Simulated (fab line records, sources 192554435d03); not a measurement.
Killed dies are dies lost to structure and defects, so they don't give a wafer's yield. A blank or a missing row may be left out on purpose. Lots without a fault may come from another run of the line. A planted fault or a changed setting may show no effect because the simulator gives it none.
A struck lot beside a sound one | flow n5_finfet | 38 steps out of a route of 1938
Sound: wafers L398.2, L398.4, L398.5. Struck: wafer L400.1. (L400.2 of the same lot was not struck and is left out.) The cause comes at the end.
At each step with rows: each side's tool, then ch and its chambers, then its first start. Under that, the readings that differ: sound wafers | struck wafers | difference of the means | sigmas: that difference in standard deviations of wafers without a fault.
alike: readings whose means differ by less than 2 such deviations, and words and numbers that are the same on both sides. not compared: withheld readings, readings that some wafer has no value for, bounds like >300 that may hide the same value, and numbers for which the record gives no deviation and whose values overlap.
The two part at a step that has a row with sigmas, a row that says differs or no value, or rows on one side only. Numbers that don't overlap but have no deviation are shown without sigmas and don't part them. A reading that every wafer of one side lacks parts them only if that side has two wafers or more.

first, 9 steps without rows for these wafers: N5_BEOL_M9_DESCUM_33 (chemistry O2, time 7 s); N5_BEOL_M9_ETCH_76 (etches underlayer in N2/H2, target depth 6.5 nm, time 5.2 s); N5_BEOL_M9_ETCH_65 (etches SiARC in CF4, target depth 15.6 nm, time 26 s); N5_BEOL_M9_ETCH_66 (etches SOC in N2/H2, target depth 80 nm, overetch 16 nm, time 120 s); N5_BEOL_M9_STRIP_69 (strips in N2/H2); N5_BEOL_M9_STRIP_77 (strips in N2/H2); N5_BEOL_M9_VIA_ETCH_34 (etches SiCOH lowk in C4F6/O2, target depth 182.4 nm, time 68.4 s); N5_BEOL_M9_STRIP_73 (strips in C4F6/O2); N5_BEOL_M9_STRIP_36 (strips in N2/H2).
N5_BEOL_M9_TRENCH_ETCH_37: etches SiCOH lowk in C4F6/O2, target depth 151.43 nm, time 49 s.
  sound on rie_diel-05 ch 0,1,3, day 11 19:15; struck on rie_diel-05 ch 2, day 12 18:44
  reading                                    | sound           | struck | difference | sigmas
  rf_vpp_V (V)                               | 668 671 682     | 649    | -25        | -2
  showerhead_plenum_p_Torr (Torr)            | 2.89 2.93 2.90  | 2.71   | -0.20      | -2
  model.etch.depth_nm (nm)                   | 153.1 150 150.6 | 219.6  | +68.4      |
  model.BEOL_M9.feature_depth_nm (nm)        | 153 150 150.6   | 219.6  | +68.4      |
  model.TiN_of_BEOL_M9_HM_DEP_02.thk_nm (nm) | 15.8 15.8 16    | 14.2   | -1.7       |
  alike: chamber_pressure_mTorr, drypump_motor_current_A, oes_product_au, throttle_valve_pct
  not compared: rf_hours_counter_h
then, 2 steps without rows for these wafers: N5_BEOL_M9_ETCH_41 (etches SiCN in CH3F/O2, target depth 36.6 nm, time 70.1 s); N5_BEOL_M9_STRIP_80 (strips in N2/H2, time 10 s).
N5_BEOL_M9_OCD_MEAS_38:
  sound on ocd-02, day 11 19:25; struck on ocd-02, day 12 18:54
  reading              | sound             | struck | difference | sigmas
  trench_depth_nm (nm) | 153.2 149.9 150.6 | 219.7  | +68.5      | +24
then, 13 steps without rows for these wafers: N5_BEOL_M9_HM_STRIP_39 (strips TiN in peroxide tin strip, target depth 25 nm, time 158 s); N5_BEOL_M9_SRD_40 (time 30 s); N5_BEOL_M9_PRECLEAN_42 (cleans in residue remover, time 60 s); N5_BEOL_M9_SRD_43 (time 30 s); N5_BEOL_M9_CURE_72 (cures SiCOH lowk, time 120 s); N5_BEOL_M9_DEGAS_44 (time 60 s); N5_BEOL_M9_PRE_CLEAN_45 (time 30 s); N5_BEOL_M9_ALD_74 (deposits TaN, target thk 2 nm, pulse time 2 s, purge time 3 s); N5_BEOL_M9_SURFACE_TREAT_79; N5_BEOL_M9_CVD_78 (deposits Co from CCTBA/H2, target thk 2 nm, time 138.9 s); N5_BEOL_M9_SPUTTER_48 (material Cu, target thk 12 nm, time 2 s); N5_BEOL_M9_ECD_50 (material Cu, target thk 318 nm); N5_BEOL_M9_ANNEAL_51 (time 90 s).
N5_BEOL_M9_CMP_52: polishes, stops on SiCOH lowk, t overpolish 7 s, target thk 140 nm.
  sound on cmp-03 ch 1,2,3, day 11 23:50; struck on cmp-01 ch 0, day 12 20:34
  reading                                | sound             | struck | difference | sigmas
  model.Cu_of_BEOL_M9_ECD_50.thk_nm (nm) | 141.6 140.4 140.2 | 206.6  | +65.9      |
  alike: edge_zone_pressure_frac, motor_current_A
N5_BEOL_M9_THK_MEAS_53: measures by xrf.
  sound on film_metro-02, day 12 00:03; struck on film_metro-02, day 12 20:47
  reading     | sound       | struck | difference | sigmas
  M9_THK (nm) | 141 141 140 | 208    | +67        | +22
then, 2 steps without rows for these wafers: N5_BEOL_M9_PRE_CLEAN_55 (time 15 s); N5_BEOL_M9_DEP_56 (deposits SiCN from 3MS/NH3, target thk 15 nm, time 26.5 s).
N5_BEOL_M9_RS_MEAS_57: measures by four-point-probe.
  sound on film_metro-01, day 12 00:11; struck on film_metro-01, day 12 20:56
  reading        | sound             | struck | difference | sigmas
  M9_RS (ohm/sq) | 0.149 0.151 0.151 | 0.099  | -0.051     | -14
then, 5 steps without rows for these wafers: N5_BEOL_M10_ILD_DEP_00 (deposits SiCOH lowk from DEMS/porogen, target thk 308.51 nm, time 58 s); N5_BEOL_M10_CURE_71 (cures SiCOH lowk, time 240 s); N5_BEOL_M10_PECVD_70 (deposits SiO2 from TEOS/O2, target thk 20 nm, time 22.7 s); N5_BEOL_M10_HM_DEP_02 (deposits TiN, target thk 20 nm); N5_BEOL_M10_COAT_59 (time 60 s, resist thk 100 nm).
-- the record jumps here: 2 days lie between the struck wafers' starts before and after (it left off in module BEOL_M10 and takes up again in module BEOL_M15, whose first step shown is number 1830 of the route) --
N5_BEOL_M15_RC_MEAS_101:
  sound on prober-01 ch 0, day 14 03:29; struck on prober-01 ch 0, day 15 03:07
  reading                   | sound             | struck | difference | sigmas
  SERP_M12 (ohm/um)         | 0.645 0.654 0.677 | 0.618  | -0.041     | -2
  SERP_M9 (ohm/um)          | 3.02 3.06 3.00    | 2.00   | -1.03      | -12
  SERP_M9_max_site (ohm/um) | 3.07 3.14 3.09    | 2.06   | -1.04      | -12
  alike: COMB_M10, COMB_M11, COMB_M12, COMB_M13, COMB_M14, COMB_M15, COMB_M5, COMB_M6, COMB_M7, COMB_M7_max_site, COMB_M8, SERP_M10, SERP_M11, SERP_M11_max_site, SERP_M13, SERP_M14, SERP_M5, SERP_M6, SERP_M7, SERP_M8
N5_PASSIVATION_PROBE_49:
  the record has rows for the struck wafers here (prober-01, day 15 20:02) and none for the sound ones

WHERE THEY PART
First at N5_BEOL_M9_TRENCH_ETCH_37; last, within this record, at N5_PASSIVATION_PROBE_49.

WHY: what the simulator had put in
Process parameter drift: rie_diel-05, from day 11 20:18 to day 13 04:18, at N5_BEOL_M9_TRENCH_ETCH_37. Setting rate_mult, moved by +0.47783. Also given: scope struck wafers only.
